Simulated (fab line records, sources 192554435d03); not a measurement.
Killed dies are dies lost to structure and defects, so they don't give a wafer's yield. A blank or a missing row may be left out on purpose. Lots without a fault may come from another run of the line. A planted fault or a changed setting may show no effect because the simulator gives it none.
fab line records | flow n5_finfet
record lots=6 wafers=18 last_day=17
route steps=1938 shown PASSIVATION@1917
lots that met no fault: from a run of the same line without faults
start_h: hours from the record's first day to the start of the lot's first wafer shown | wait_h: hours since the lot's step before | " the same as in the row above | L1.1+2: a row that stands for several wafers | - no value, or no start given | * or withheld: withheld | < > ~ a bound
route shown NAME@n: a module of which the file shows steps, and the number in the route of the first | usual: mean/standard deviation of fault-free wafers | same: alike in all rows | chamber/n: place in a boat | sites: the reading at each site | _std_site: their standard deviation | _edge_site: outer sites' mean less inner sites' | radius_mm: how far each site lies from the wafer's centre | mask NAME#n: copy n | behind: the tool/chamber that last shaped the wafer | hold: why the lot was held/for how many hours/how that ended | device: the transistor (n, p or np) that didn't switch | end of line: the same wafers' tests at the end of the route | a step without rows: its recipe alone | killed: dies lost to structure and defects at the first sort, not the wafer's yield | map: a wafer's dies, x killed, . not, _ none there
set.NAME: the setting as run; set.NAME@STEP: as run at that earlier step | model.NAME: the simulator's own value behind a step, which no gauge read
lots at some steps of the route; a table a step, a row a wafer
services: from which hour (start_h, from the record's first day; less than 0 if before it) a tool's chamber was out of use, for how many hours, and why
## steps
# step N5_PASSIVATION_HMDS_37
# recipe time_s=60 temp_c=120
# step N5_PASSIVATION_COAT_38
# recipe spin_rpm=3000 resist_thk_nm=withheld
# step N5_PASSIVATION_EBR_40
# recipe solvent=PGMEA ebr_width_mm=1.5
# step N5_PASSIVATION_SOFTBAKE_39
# recipe temp_c=110 time_s=120
# step N5_PASSIVATION_EXPOSE_41
# recipe mask_id=PASS_OPEN na=0.55 defocus_nm=0 source_shape=conventional sigma_outer=0.8 polarization=unpolarized target_cd_nm=40000 dose_mj=57.25
# step N5_PASSIVATION_PEB_42
# recipe peb_temp_c=withheld peb_time_s=*
# step N5_PASSIVATION_DEVELOP_43
# recipe develop_time_s=60 rinse_liquid=diw dry=air_spin dev_temp_c=21
# step N5_PASSIVATION_HARDBAKE_45
# recipe temp_c=130 time_s=120
# step N5_PASSIVATION_CD_MEAS_44
# recipe target_cd_nm=40000 landing_energy_ev=500 detector=se_inlens
# usual cd_nm=40002/5.1
# same landing_energy_ev=500
# columns lot.wafer tool chamber start_h wait_h cd_nm
L247.1 cd_sem-01 0 309.67 - 40009
L247.2 " 0 " " 40008
L247.4 " 0 " " 40005
L253.1 cd_sem-03 0 347.56 - 39998
L253.2 " 0 " " 39996
L253.3 " 0 " " 40004
L254.2 cd_sem-01 0 373.44 - 40003
L254.4 " 0 " " 40009
L254.6 " 0 " " 40010
L256.1 cd_sem-03 0 374.80 - 40001
L256.3 " 0 " " 40002
L256.5 " 0 " " 40004
L260.1 cd_sem-03 0 407.38 - 39991
L260.3 " 0 " " 39998
L260.4 " 0 " " 39995
L261.1 cd_sem-03 0 407.96 - 40011
L261.3 " 0 " " 40006
L261.6 " 0 " " 40008
# step N5_PASSIVATION_OVL_MEAS_66
# recipe points_per_wafer=44
# usual PASS_OPEN_OVL=0/4.6
# columns lot.wafer tool chamber start_h wait_h PASS_OPEN_OVL[nm]
L247.1 overlay-01 0 309.72 0.1 3
L247.2 " 0 " " 3
L247.4 " 0 " " 3
L253.1 overlay-02 0 347.59 0.0 4
L253.2 " 0 " " 0
L253.3 " 0 " " 4
L254.2 overlay-01 0 373.46 0.0 -2
L254.4 " 0 " " 3
L254.6 " 0 " " -4
L256.1 overlay-01 0 374.83 0.0 -9
L256.3 " 0 " " -1
L256.5 " 0 " " 4
L260.1 overlay-01 0 407.41 0.0 -4
L260.3 " 0 " " -2
L260.4 " 0 " " -1
L261.1 overlay-01 0 407.99 0.0 -6
L261.3 " 0 " " 0
L261.6 " 0 " " 0
# step N5_PASSIVATION_INSPECT_67
# recipe mode=adi inspect_instrument=macro
# usual raw_defect_count=2.0/1.5
# columns lot.wafer tool chamber start_h wait_h raw_defect_count
L247.1 defect_inspect-01 - 309.75 0.0 2
L247.2 " - " " 0
L247.4 " - " " 0
L253.1 defect_inspect-02 - 347.61 0.0 2
L253.2 " - " " 4
L253.3 " - " " 1
L254.2 defect_inspect-02 - 373.49 0.0 1
L254.4 " - " " 1
L254.6 " - " " 5
L256.1 defect_inspect-02 - 374.85 0.0 0
L256.3 " - " " 1
L256.5 " - " " 2
L260.1 defect_inspect-01 - 407.43 0.0 3
L260.3 " - " " 2
L260.4 " - " " 2
L261.1 defect_inspect-02 - 408.02 0.0 4
L261.3 " - " " 4
L261.6 " - " " 4
# step N5_PASSIVATION_DESCUM_46
# recipe chemistry=O2 time_s=7.9 source_power_w=50 bias_power_w=20 pressure_mtorr=20 rf_frequency_hz=2.712e+07 temp_c=40 o2_flow_sccm=225
# usual drypump_motor_current_A=5.6/0.37 oes_product_au=0.81/0.089 rf_vpp_V=242.7/1.3 showerhead_plenum_p_Torr=2.06/0.073 throttle_valve_pct=20.43/0.22
# columns lot.wafer tool chamber start_h wait_h drypump_motor_current_A oes_product_au rf_hours_counter_h rf_vpp_V showerhead_plenum_p_Torr throttle_valve_pct
L247.1 rie_diel-06 1 309.78 0.0 6.2 0.84 86 241.2 2.00 20.49
L247.2 " 2 " " 5.5 0.70 226 241.9 2.07 20.77
L247.4 " 0 " " 5.7 0.87 41 243.7 2.03 20.14
L253.1 rie_diel-02 0 347.74 0.1 5.9 0.93 24 245.0 2.15 20.33
L253.2 " 2 " " 4.8 0.70 243 243.9 2.16 20.53
L253.3 " 1 " " 5.6 0.98 3 245.6 2.22 20.03
L254.2 rie_diel-06 3 373.52 0.0 5.5 0.78 134 241.6 2.01 20.40
L254.4 " 2 " " 5.5 0.70 248 242.9 2.06 20.85
L254.6 " 0 " " 5.7 0.85 - 242.6 2.02 20.18
L256.1 rie_diel-06 0 374.90 0.0 5.7 0.85 64 242.0 2.02 20.19
L256.3 " 3 " " 5.5 0.78 135 241.4 2.01 20.39
L256.5 " 0 " " 5.7 0.84 - 240.8 2.02 20.19
L260.1 rie_diel-02 1 410.36 2.9 5.7 0.89 31 245.4 2.21 20.06
L260.3 " 2 " " 4.8 0.93 13 243.1 2.15 20.27
L260.4 " 3 " " 5.2 0.74 140 243.2 2.00 20.60
L261.1 rie_diel-02 3 412.33 4.3 5.2 0.74 141 241.3 2.00 20.62
L261.3 " 2 " " 4.8 0.93 14 244.4 2.15 20.26
L261.6 " 1 " " 5.6 0.90 - 245.6 2.21 20.07
# step N5_PASSIVATION_PASS_ETCH_47
# recipe chemistry=CF4/O2 target=SiNx target_depth_a=7700 time_s=385 ion_energy_ev=100 pressure_mtorr=40 source_w=535 bias_w=49 Ar_flow_sccm=100 cf4_flow_sccm=100 O2_flow_sccm=10
# usual drypump_motor_current_A=5.6/0.37 oes_product_au=0.81/0.084 rf_vpp_V=238/9 run_length_s=408.5/0.36 showerhead_plenum_p_Torr=2.17/0.062 throttle_valve_pct=15.87/0.28
# columns lot.wafer tool chamber start_h wait_h drypump_motor_current_A oes_product_au rf_hours_counter_h rf_vpp_V run_length_s showerhead_plenum_p_Torr throttle_valve_pct model.etch.depth_nm
L247.1 rie_diel-06 1 309.82 0.0 6.2 0.84 86 255 408.4 2.14 16.08 770.4
L247.2 " 2 " " 5.5 0.71 226 248 408.9 2.17 16.17 722.8
L247.4 " 0 " " 5.7 0.87 41 222 408.2 2.15 15.58 795.1
L253.1 rie_diel-02 0 347.78 0.0 5.9 0.91 24 247 408.5 2.26 15.61 779.8
L253.2 " 2 " " 4.8 0.70 243 235 409.4 2.23 15.83 753.8
L253.3 " 1 " " 5.6 0.98 3 236 408.0 2.34 15.42 765.9
L254.2 rie_diel-06 3 373.56 0.0 5.5 0.78 134 241 408.6 2.14 15.96 769.5
L254.4 " 2 " " 5.5 0.69 248 246 447.1 2.16 16.23 791.8
L254.6 " 0 " " 5.6 0.84 - 223 408.3 2.14 15.63 801.6
L256.1 rie_diel-06 0 374.93 0.0 5.7 0.84 64 222 408.2 2.14 15.63 801.6
L256.3 " 3 " " 5.5 0.78 135 241 447.0 2.14 15.95 847.9
L256.5 " 0 " " 5.7 0.85 - 221 408.6 2.14 15.61 811.3
L260.1 rie_diel-02 1 410.39 0.0 5.6 0.90 31 238 408.2 2.33 15.48 759.2
L260.3 " 2 " " 4.8 0.93 13 235 408.8 2.22 15.43 754.9
L260.4 " 3 " " 5.2 0.76 140 240 408.7 2.13 16.14 786.2
L261.1 rie_diel-02 3 412.36 0.0 5.2 0.76 141 240 408.9 2.13 16.15 780.6
L261.3 " 2 " " 4.8 0.93 14 237 409.4 2.22 15.40 752.8
L261.6 " 1 " " 5.7 0.89 - 239 408.1 2.33 15.47 753.9
# step N5_PASSIVATION_ETCH_54
# recipe chemistry=CHF3/O2 target=SiO2 target_depth_a=8800 CHF3_flow_sccm=50 O2_flow_sccm=5 Ar_flow_sccm=200 time_s=440 mask_material=PR pressure_mtorr=30 source_w=650 bias_w=170 ion_energy_ev=200
# usual drypump_motor_current_A=5.6/0.37 oes_product_au=0.81/0.084 rf_vpp_V=518/19 showerhead_plenum_p_Torr=2.38/0.067 throttle_valve_pct=18.82/0.26
# columns lot.wafer tool chamber start_h wait_h drypump_motor_current_A oes_product_au rf_hours_counter_h rf_vpp_V showerhead_plenum_p_Torr throttle_valve_pct
L247.1 rie_diel-06 1 310.04 0.1 6.2 0.83 86 553 2.32 18.96
L247.2 " 2 " " 5.5 0.71 226 536 2.37 19.08
L247.4 " 0 " " 5.7 0.87 41 487 2.36 18.65
L253.1 rie_diel-02 0 348.00 0.1 5.9 0.92 24 540 2.47 18.57
L253.2 " 2 " " 4.8 0.70 243 516 2.44 18.71
L253.3 " 1 " " 5.7 0.97 4 516 2.55 18.34
L254.2 rie_diel-06 3 373.78 0.1 5.5 0.78 135 522 2.34 18.90
L254.4 " 2 " " 5.5 0.69 248 536 2.36 19.11
L254.6 " 0 " " 5.7 0.84 - 485 2.36 18.68
L256.1 rie_diel-06 0 375.16 0.1 5.7 0.83 64 485 2.36 18.70
L256.3 " 3 " " 5.5 0.78 135 522 2.34 18.90
L256.5 " 0 " " 5.7 0.85 - 485 2.36 18.69
L260.1 rie_diel-02 1 410.62 0.1 5.6 0.90 31 516 2.54 18.39
L260.3 " 2 " " 4.9 0.92 14 514 2.43 18.39
L260.4 " 3 " " 5.2 0.76 140 523 2.32 19.08
L261.1 rie_diel-02 3 412.59 0.1 5.2 0.76 141 522 2.32 19.08
L261.3 " 2 " " 4.8 0.92 15 515 2.43 18.37
L261.6 " 1 " " 5.6 0.89 - 517 2.54 18.39
## services
# columns tool chamber start_h hours kind
rie_diel-02 1 317.81 - clean
rie_diel-02 1 317.81 - consumable_replace:focus_ring
rie_diel-02 1 317.81 - consumable_replace:showerhead
rie_diel-02 1 317.81 17.8 scheduled_down
rie_diel-02 1 317.81 17.8 vent_cycle
rie_diel-02 2 366.02 - clean
rie_diel-02 2 366.02 - consumable_replace:focus_ring
rie_diel-02 2 366.02 15.2 scheduled_down
rie_diel-02 2 366.02 15.2 vent_cycle
rie_diel-06 2 379.64 - clean
rie_diel-06 2 379.64 - consumable_replace:focus_ring
rie_diel-06 2 379.64 17.8 scheduled_down
rie_diel-06 2 379.64 17.8 vent_cycle
## key
first_sign step=N5_PASSIVATION_PASS_ETCH_47 reading=run_length_s direction=up sigmas=99+ usual=* struck=*
effect none on later readings
model_effect step=N5_PASSIVATION_PASS_ETCH_47 value=etch.depth_nm without=746.5 struck=819.8
met_at N5_PASSIVATION_PASS_ETCH_47
struck_wafers L254.4,L256.3
onset_between 309.82 373.56
fault kind=process_parameter_drift tool=rie_diel-06 chamber=- onset_h=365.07 steps=N5_PASSIVATION_PASS_ETCH_47 channel=time_s offset=* shape=step end_h=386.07 scope=struck_wafers_only acts_in=* stated=*
